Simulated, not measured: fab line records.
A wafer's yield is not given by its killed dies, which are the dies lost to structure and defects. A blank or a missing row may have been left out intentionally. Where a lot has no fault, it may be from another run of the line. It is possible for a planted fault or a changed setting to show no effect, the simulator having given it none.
Which tool is to blame? + flow nandHarc + 39 wafers from 13 lots sampled at 6 of the route's 1302 steps

WHAT THE GAUGES SHOWED, per wafer
NHARC_A_ZERO_WELL_INSPECT_17.
| lot  | measured     | on               | rawDefectCount |
|------|--------------|------------------|----------------|
| L440 | day 7 06:02  | defectInspect-01 | 11 10 10       |
| L443 | day 8 11:36  | defectInspect-01 | 10 14 6        |
| L444 | day 9 02:25  | defectInspect-01 | 3 6 8          |
| L445 | day 9 03:26  | defectInspect-01 | 15 15 20       |
| L447 | day 10 00:14 | defectInspect-02 | 6 6 8          |
| L446 | day 10 01:13 | defectInspect-01 | 12 5 5         |
| L448 | day 10 16:24 | defectInspect-02 | 9 14 7         |
| L449 | day 11 02:14 | defectInspect-01 | 16 11 17       |
| L456 | day 14 00:08 | defectInspect-02 | 9 8 5          |
| L458 | day 14 21:43 | defectInspect-01 | 6 12 18        |
| L459 | day 15 03:22 | defectInspect-02 | 12 18 5        |
| L461 | day 15 22:19 | defectInspect-01 | 11 2 19        |
| L462 | day 16 10:40 | defectInspect-01 | 7 5 12         |

NHARC_A_ONON_D1_THK_MEAS_14: measures by ellipsometry.
| lot  | measured     | on           | thkNm (nm)                    |
|------|--------------|--------------|-------------------------------|
| L440 | day 8 05:15  | filmMetro-02 | 1013 1013 1013                |
| L443 | day 9 11:05  | filmMetro-01 | 1004 1005 1005                |
| L444 | day 10 01:53 | filmMetro-02 | 1000 999 998                  |
| L445 | day 10 01:51 | filmMetro-01 | 1004 1004 1005                |
| L447 | day 11 00:35 | filmMetro-02 | 994 996 997                   |
| L446 | day 11 00:34 | filmMetro-01 | 1007 1005 1006                |
| L448 | day 11 17:14 | filmMetro-02 | 992 994 992                   |
| L449 | day 12 01:23 | filmMetro-02 | 996 996 996                   |
| L456 | day 15 01:08 | filmMetro-02 | 1855 1854 1854 1856 1855 1854 |
| L458 | day 15 20:26 | filmMetro-01 | 1847 1847 1848 1846 1847 1848 |
| L459 | day 16 02:53 | filmMetro-01 | 997 996 996                   |
| L461 | day 16 23:50 | filmMetro-01 | 999 1001 1001                 |
| L462 | day 17 10:53 | filmMetro-01 | 998 997 996                   |

NHARC_END_SORT_01.
| lot  | measured     | on        | defectLimitedYield (%) | killedAtArray | killedAtOther | killedAtPeriphery | killedDies | killedOpen | killedShort |
|------|--------------|-----------|------------------------|---------------|---------------|-------------------|------------|------------|-------------|
| L443 | day 25 20:14 | prober-01 | 92 88 88               | 54 77 76      | 1 0 0         | 1 3 5             | 56 80 81   | 3 4 3      | 2 4 3       |
| L444 | day 26 14:56 | prober-01 | 93 93 92               | 42 47 52      | 1 0 0         | 2 0 0             | 45 47 52   | 3 1 0      | 3 2 3       |
| L445 | day 26 14:56 | prober-02 | 88 90 89               | 76 63 72      | 0 1 0         | 2 2 1             | 78 66 73   | 0 3 2      | 3 4 2       |
| L447 | day 27 16:52 | prober-01 | 93 94 94               | 46 38 35      | 0 0 1         | 1 3 2             | 47 41 38   | 5 2 3      | 6 1 5       |
| L446 | day 27 16:04 | prober-02 | 90 88 88               | 64 77 83      | 0 0 0         | 4 1 1             | 68 78 84   | 6 3 2      | 2 3 2       |
| L448 | day 28 15:27 | prober-01 | 93                     | 41            | 1             | 7                 | 49         | 6          | 4           |
| L449 | day 28 20:52 | prober-02 | 86 88 91               | 89 77 58      | 2 2 1         | 5 2 3             | 96 81 62   | 0 1 5      | 2 1 4       |
| L462 | day 33 11:23 | prober-01 | 89 92 92               | 73 52 49      | 1 0 1         | 3 3 2             | 77 55 52   | 3 2 4      | 2 4 1       |

WHICH TOOL RAN EACH LOT (tool, then ch and the chambers of the sampled wafers, then the start)
| lot  | NHARC_A_ZERO_WELL_ETCH_19         | NHARC_A_ZERO_WELL_RTA_16        | NHARC_A_ONON_D1_DEP_12          |
|------|-----------------------------------|---------------------------------|---------------------------------|
| L440 | rieDiel-12 ch 0,1,3, day 7 04:50  | rtpAnneal-02 ch 0, day 7 05:52  | pecvdOnon-04 ch 0, day 8 04:46  |
| L443 | rieDiel-12 ch 1,2,3, day 8 10:22  | rtpAnneal-01 ch 0, day 8 11:24  | pecvdOnon-01 ch 0, day 9 10:35  |
| L444 | rieDiel-12 ch 1,2, day 9 01:11    | rtpAnneal-01 ch 0, day 9 02:13  | pecvdOnon-04 ch 0, day 10 01:21 |
| L445 | rieDiel-02 ch 1,3, day 9 02:13    | rtpAnneal-02 ch 0, day 9 03:14  | pecvdOnon-02 ch 0, day 10 01:20 |
| L447 | rieDiel-12 ch 0,1,2, day 9 22:54  | rtpAnneal-01 ch 0, day 10 00:04 | pecvdOnon-01 ch 0, day 11 00:08 |
| L446 | rieDiel-02 ch 0,1,2, day 9 23:54  | rtpAnneal-01 ch 0, day 10 01:01 | pecvdOnon-02 ch 0, day 11 00:04 |
| L448 | rieDiel-02 ch 0,3, day 10 15:11   | rtpAnneal-02 ch 0, day 10 16:16 | pecvdOnon-02 ch 0, day 11 16:50 |
| L449 | rieDiel-12 ch 1,2,3, day 11 00:58 | rtpAnneal-01 ch 0, day 11 02:02 | pecvdOnon-04 ch 0, day 12 00:50 |
| L456 | rieDiel-12 ch 0,1, day 13 22:55   | rtpAnneal-02 ch 0, day 13 23:58 | pecvdOnon-04 ch 0, day 15 00:41 |
| L458 | rieDiel-12 ch 0,1,3, day 14 20:29 | rtpAnneal-02 ch 0, day 14 21:34 | pecvdOnon-04 ch 0, day 15 20:02 |
| L459 | rieDiel-12 ch 0,1,2, day 15 02:08 | rtpAnneal-02 ch 0, day 15 03:11 | pecvdOnon-02 ch 0, day 16 02:22 |
| L461 | rieDiel-12 ch 1,2, day 15 21:06   | rtpAnneal-02 ch 0, day 15 22:11 | pecvdOnon-02 ch 0, day 16 23:26 |
| L462 | rieDiel-12 ch 0,1,2, day 16 09:27 | rtpAnneal-02 ch 0, day 16 10:28 | pecvdOnon-02 ch 0, day 17 10:22 |
- NHARC_A_ZERO_WELL_ETCH_19: etches the open film in N2/H2, target depth 80 nm, overetch 24 nm, time 87.88 s.
- NHARC_A_ZERO_WELL_RTA_16: time 10 s.
- NHARC_A_ONON_D1_DEP_12: target thk 1000 nm.

AS READ BY THE TOOLS THEMSELVES (means over the sampled wafers that have a number; for cases with no such wafer, the mark the record gives instead)
NHARC_A_ZERO_WELL_ETCH_19.
| lot  | tool       | drypumpMotorCurrentA (A) | oesProductAu (a.u.) | rfVppV (V) | showerheadPlenumPTorr (Torr) | throttleValvePct (%) |
|------|------------|--------------------------|---------------------|------------|------------------------------|----------------------|
| L440 | rieDiel-12 | 5.2                      | 0.998               | 429.9      | 2.04                         | 14.182               |
| L443 | rieDiel-12 | 5.6                      | 1.004               | 432.3      | 2.09                         | 14.162               |
| L444 | rieDiel-12 | 6.0                      | 1.000               | 431.8      | 2.07                         | 14.170               |
| L445 | rieDiel-02 | 6.0                      | 1.000               | 430.8      | 2.03                         | 14.175               |
| L447 | rieDiel-12 | 5.5                      | 1.016               | 431.0      | 2.02                         | 14.169               |
| L446 | rieDiel-02 | 5.3                      | 1.001               | 429.3      | 2.00                         | 14.176               |
| L448 | rieDiel-02 | 6.0                      | 1.002               | 429.8      | 2.04                         | 14.170               |
| L449 | rieDiel-12 | 5.6                      | 1.004               | 431.7      | 2.09                         | 14.167               |
| L456 | rieDiel-12 | 5.1                      | 0.993               | 429.0      | 1.97                         | 14.167               |
| L458 | rieDiel-12 | 5.2                      | 1.005               | 430.5      | 2.04                         | 14.169               |
| L459 | rieDiel-12 | 5.5                      | 0.999               | 430.0      | 2.02                         | 14.164               |
| L461 | rieDiel-12 | 5.8                      | 1.003               | 431.0      | 2.07                         | 14.168               |
| L462 | rieDiel-12 | 5.5                      | 0.998               | 428.9      | 2.02                         | 14.169               |

NHARC_A_ZERO_WELL_RTA_16.
| lot  | tool         | lampPowerPct (%) | lamp_zone_6_pct (%) | wafer_temp_C_max |
|------|--------------|------------------|---------------------|------------------|
| L440 | rtpAnneal-02 | 34.4             | 34.3                | 1003.0           |
| L443 | rtpAnneal-01 | 31.4             | 31.4                | 1004.0           |
| L444 | rtpAnneal-01 | 31.4             | 31.4                | 1005.2           |
| L445 | rtpAnneal-02 | 34.4             | 34.4                | 1003.0           |
| L447 | rtpAnneal-01 | 31.4             | 31.4                | 1004.3           |
| L446 | rtpAnneal-01 | 31.4             | 31.4                | 1003.9           |
| L448 | rtpAnneal-02 | 34.4             | 34.3                | 1004.1           |
| L449 | rtpAnneal-01 | 31.5             | 31.3                | 1005.0           |
| L456 | rtpAnneal-02 | 34.4             | 34.4                | 1002.6           |
| L458 | rtpAnneal-02 | 34.4             | 34.4                | 1003.0           |
| L459 | rtpAnneal-02 | 34.5             | 34.4                | 1003.9           |
| L461 | rtpAnneal-02 | 34.4             | 34.4                | 1002.4           |
| L462 | rtpAnneal-02 | 34.4             | 34.3                | 1003.2           |

THE ANSWER, worked out from the rows above alone
Rule: the lots themselves supply what counts as usual. Put in order of their means at a reading, lots are off if they are a third of the lots or fewer, leave a main group of 4 or more, and stand apart from it by a gap of 3 or more times the standard deviation of the main group's means; of several such gaps the widest counts. If all means in a main group match to the digits the tables above print for the reading, that group is not used. Also off: a lot with no number at a reading for which 4 or more lots have one. All remaining lots with rows at the step are treated as sound. First the gauges in route order, then the tools' own readings, where a lot's mean is used as printed above. The first step at which some lot is off is used, and at that step the reading that is off furthest; a lot without a number counts as furthest.
Off at NHARC_A_ONON_D1_THK_MEAS_14 (thkNm): L456, L458. Mean 1000 nm and standard deviation 5.7 in the main group.
If a tool, at a process step before that reading, ran all the lots that are off and no sound lot after the first of them, it fits. Those tools and the gauges at NHARC_A_ONON_D1_THK_MEAS_14 are tried in the same way. One candidate fits, namely pecvdOnon-04 at NHARC_A_ONON_D1_DEP_12. Its last sound lot is L449 (day 12 00:50), its first lot that is off L456 (day 15 00:41): a fault that began between those two fits.

WHAT THE SIMULATOR PUT IN
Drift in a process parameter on pecvdOnon-04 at NHARC_A_ONON_D1_DEP_12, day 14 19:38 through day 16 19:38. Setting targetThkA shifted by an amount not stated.
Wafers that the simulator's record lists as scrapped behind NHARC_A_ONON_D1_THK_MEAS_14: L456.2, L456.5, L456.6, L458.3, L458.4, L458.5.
Struck lots among those shown: L456, L458. The same result came from the rule above.
